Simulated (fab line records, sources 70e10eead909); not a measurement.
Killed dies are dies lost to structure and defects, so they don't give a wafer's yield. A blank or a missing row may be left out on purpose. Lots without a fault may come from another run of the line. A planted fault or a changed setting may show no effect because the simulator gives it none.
Which tool did it? | flow nand_harc | 13 lots, 39 wafers sampled, at 1 step of a route of 1302

WHAT THE GAUGES READ, wafer by wafer
NHARC_A_CHANNEL_FILL_D2_THK_MEAS_06: measures by ellipsometry. Usual: thk_nm 4.8 nm, standard deviation 0.96.
lot  | measured     | on            | thk_nm (nm) | flag
L282 | day 15 05:38 | film_metro-02 | 5.8 4.8 6.8 |
L283 | day 15 19:01 | film_metro-02 | 4.0 5.5 4.6 |
L284 | day 16 03:53 | film_metro-02 | 4.6 4.3 4.5 |
L287 | day 18 06:44 | film_metro-02 | 6.3 6.5 5.4 |
L288 | day 18 06:44 | film_metro-02 | 4.8 6.9 4.9 |
L296 | day 21 08:53 | film_metro-01 | 5.3 4.4 5.2 |
L297 | day 21 20:00 | film_metro-01 | 3.7 3.8 3.3 |
L300 | day 22 15:28 | film_metro-01 | 5.5 3.4 6.1 |
L299 | day 22 18:09 | film_metro-02 | 4.1 6.7 4.9 |
L301 | day 23 07:43 | film_metro-01 | 4.8 7.0 6.9 |
L302 | day 24 12:31 | film_metro-01 | 4.8 6.2 5.2 |
L304 | day 24 12:31 | film_metro-02 | 5.1 4.3 3.6 |
L303 | day 24 16:48 | film_metro-02 | 4.9 4.6 5.9 |

WHICH TOOL RAN EACH LOT (tool, then ch and the chambers of the sampled wafers, then the start)
The record holds no process step before these readings.

WHAT THE TOOLS THEMSELVES READ (means of the sampled wafers that have a number; where no wafer has one, the mark that the record gives instead)
The record holds no such reading with a usual standard deviation.

THE ANSWER, worked out from the rows above alone
Rule: a lot is off if the mean of its wafers that have a number lies more than 3 standard deviations from the usual mean. A lot without any number at a reading at which 4 lots or more have one is off too. The other lots that the step has rows for count as sound. The gauges are gone through in route order, then the tools' own readings, and for those a lot's mean is taken as printed above. The first step at which some lot is off is used, and at that step the reading that is off furthest; a lot without a number counts as furthest.
No lot is off at any reading shown: from this, nothing can be told.

WHAT THE SIMULATOR HAD PUT IN
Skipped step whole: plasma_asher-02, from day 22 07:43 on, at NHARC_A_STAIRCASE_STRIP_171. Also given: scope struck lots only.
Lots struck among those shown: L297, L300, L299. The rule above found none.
